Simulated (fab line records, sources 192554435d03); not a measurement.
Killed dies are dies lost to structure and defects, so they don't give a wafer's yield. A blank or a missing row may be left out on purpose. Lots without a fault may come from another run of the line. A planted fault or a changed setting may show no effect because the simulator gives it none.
A struck lot beside a sound one | flow n5_finfet | 33 steps out of a route of 1938
Sound: wafers L581.2, L581.4, L581.6. Struck: wafers L588.1, L588.4, L588.5. The cause comes at the end.
At each step with rows: each side's tool, then ch and its chambers, then its first start. Under that, the readings that differ: sound wafers | struck wafers | difference of the means | sigmas: that difference in standard deviations of wafers without a fault.
alike: readings whose means differ by less than 2 such deviations, and words and numbers that are the same on both sides. not compared: withheld readings, readings that some wafer has no value for, bounds like >300 that may hide the same value, and numbers for which the record gives no deviation and whose values overlap.
The two part at a step that has a row with sigmas, a row that says differs or no value, or rows on one side only. Numbers that don't overlap but have no deviation are shown without sigmas and don't part them. A reading that every wafer of one side lacks parts them only if that side has two wafers or more.

first, 2 steps without rows for these wafers: N5_BEOL_M12_PRE_CLEAN_42 (time 30 s); N5_BEOL_M12_SPUTTER_43 (material TaN, target thk 15 nm, time 24.19 s).
N5_BEOL_M12_SPUTTER_44: material Ta, target thk 10 nm, time 16.13 s.
  sound on pvd_sputter-03, day 12 20:05; struck on pvd_sputter-01, day 14 18:08
  alike: throttle_valve_pct
then, 2 steps without rows for these wafers: N5_BEOL_M12_SPUTTER_45 (material Cu, target thk 80 nm, time 13.33 s); N5_BEOL_M12_ECD_47 (material Cu, target thk 720 nm).
N5_BEOL_M12_ANNEAL_48: time 90 s.
  sound on rtp_anneal-02 ch 0, day 12 20:28; struck on rtp_anneal-01 ch 0, day 14 18:28
  alike: anneal_temp_c_max, wafer_temp_C_max
then, 1 step without rows for these wafers: N5_BEOL_M12_CMP_49 (polishes, stops on SiOC, t overpolish 20.6 s, target thk 320 nm).
N5_BEOL_M12_THK_MEAS_50: measures by xrf.
  sound on film_metro-01, day 12 21:01; struck on film_metro-01, day 14 19:05
  reading      | sound       | struck      | difference | sigmas
  M12_THK (nm) | 310 311 313 | 330 322 315 | +11        | +2
then, 1 step without rows for these wafers: N5_BEOL_M12_PRE_CLEAN_52 (time 15 s).
N5_BEOL_M12_DEP_53: deposits SiCN from 3MS/NH3, target thk 30 nm, time 10.5 s.
  sound on pecvd-04 ch 0,1,2, day 12 21:05; struck on pecvd-04 ch 0,1, day 14 19:08
  alike: chamber_pressure_Torr, rf_fwd_power_W, showerhead_plenum_p_Torr, throttle_valve_pct
N5_BEOL_M12_RS_MEAS_54: measures by four-point-probe.
  sound on film_metro-01, day 12 21:08; struck on film_metro-02, day 14 19:12
  alike: M12_RS
N5_BEOL_M12_INSPECT_55: inspects for defects (darkfield).
  sound on defect_inspect-02, day 12 21:10; struck on defect_inspect-02, day 14 19:14
  alike: raw_defect_count
N5_BEOL_M13_ILD_DEP_00: deposits SiOC from DEMS/O2, target thk 837.92 nm, time 166.4 s.
  sound on pecvd-04 ch 0,1, day 12 21:13; struck on pecvd-04 ch 0,1,2, day 14 19:16
  no value came back on the struck wafers for any of 6 readings (chamber_pressure_Torr (Torr), heater_power_outer_w (W) and others); on the sound wafers chamber_pressure_Torr (Torr) reads 4.981 4.998 5.002
then, 8 steps without rows for these wafers: N5_BEOL_M13_COAT_58 (time 60 s, resist thk 89 nm); N5_BEOL_M13_COAT_04 (resist thk 400 nm); N5_BEOL_M13_EBR_06; N5_BEOL_M13_SOFTBAKE_05 (time 60 s); N5_BEOL_M13_EXPOSE_07 (exposes mask V12); N5_BEOL_M13_PEB_08 (peb time 90 s); N5_BEOL_M13_DEVELOP_09 (develop time 45 s); N5_BEOL_M13_HARDBAKE_14 (time 120 s).
N5_BEOL_M13_CD_MEAS_10: target cd 190 nm.
  sound on cd_sem-03 ch 0, day 12 21:40; struck on cd_sem-01 ch 0, day 14 19:43
  alike: cd_nm
N5_BEOL_M13_OVL_MEAS_11:
  sound on overlay-01 ch 0, day 12 21:41; struck on overlay-02 ch 0, day 14 19:45
  alike: V12_OVL
N5_BEOL_M13_INSPECT_12: inspects for defects (macro).
  sound on defect_inspect-01, day 12 21:43; struck on defect_inspect-01, day 14 19:46
  alike: raw_defect_count
N5_BEOL_M13_DESCUM_15: chemistry O2, time 7.9 s.
  sound on rie_diel-05 ch 0,1,3, day 12 21:45; struck on rie_diel-05 ch 0,3, day 14 19:58
  alike: drypump_motor_current_A, oes_product_au, rf_fwd_power_W, rf_vpp_V, showerhead_plenum_p_Torr, temp_c, throttle_valve_pct
  not compared: rf_hours_counter_h
then, 1 step without rows for these wafers: N5_BEOL_M13_ETCH_59 (etches BARC in N2/H2, target depth 89 nm, overetch 26.7 nm, time 67.9 s).
N5_BEOL_M13_VIA_ETCH_16: etches SiOC in C4F8/O2/Ar, target depth 921.7 nm.
  sound on rie_diel-05 ch 0,1,3, day 12 21:50; struck on rie_diel-05 ch 0,3, day 14 20:02
  reading                                    | sound             | struck         | difference | sigmas
  oes_product_au (a.u.)                      | 0.72 0.66 0.80    | 0.32 0.29 0.33 | -0.41      | -7
  rf_fwd_power_W (W)                         | 2980 2989 2985    | 2921 2931 2918 | -61        | -7
  model.etch.depth_nm (nm)                   | 830.2 840.7 842.7 | 0 0 0          | -838       |
  model.coat_of_BEOL_M13_COAT_04.thk_nm (nm) | 69 68.4 67.4      | 313 312 315.2  | +245       |
  alike: drypump_motor_current_A, rf_vpp_V, showerhead_plenum_p_Torr, throttle_valve_pct
N5_BEOL_M13_STRIP_63: strips in N2/H2.
  sound on plasma_asher-02 ch 0,1, day 12 22:04; struck on plasma_asher-01 ch 1, day 14 20:17
  reading                      | sound             | struck            | difference | sigmas
  oes_product_au (a.u.)        | 0.676 0.669 0.674 | 0.867 0.863 0.868 | +0.193     | +42
  strip_time_to_endpoint_s (s) | 27.4 27.2 26.9    | 91.2 91.0 91.8    | +64.2      | +58
  alike: drypump_motor_current_A, heater_power_w, temp_c
  not compared: rf_hours_counter_h
N5_BEOL_M13_STRIP_64: strips in N2/H2.
  sound on plasma_asher-02 ch 0,1, day 12 22:08; struck on plasma_asher-01 ch 1, day 14 20:20
  alike: drypump_motor_current_A, heater_power_w, oes_product_au, strip_time_to_endpoint_s, temp_c
  not compared: rf_hours_counter_h
then, 2 steps without rows for these wafers: N5_BEOL_M13_STRIP_71 (strips in post etch residue remover, time 60 s); N5_BEOL_M13_SRD_72 (time 30 s, dry time 30 s).
N5_BEOL_M13_CD_MEAS_17: target cd 190 nm.
  sound on cd_sem-01, day 12 22:17; struck on cd_sem-02, day 14 20:29
  reading    | sound             | struck | difference                    | sigmas
  cd_nm (nm) | 190.9 188.7 189.1 | - - -  | no value on the struck wafers |
then, 1 step without rows for these wafers: N5_BEOL_M13_COAT_65 (time 60 s, resist thk 350 nm).

WHERE THEY PART
First at N5_BEOL_M12_THK_MEAS_50; last, within this record, at N5_BEOL_M13_CD_MEAS_17.

WHY: what the simulator had put in
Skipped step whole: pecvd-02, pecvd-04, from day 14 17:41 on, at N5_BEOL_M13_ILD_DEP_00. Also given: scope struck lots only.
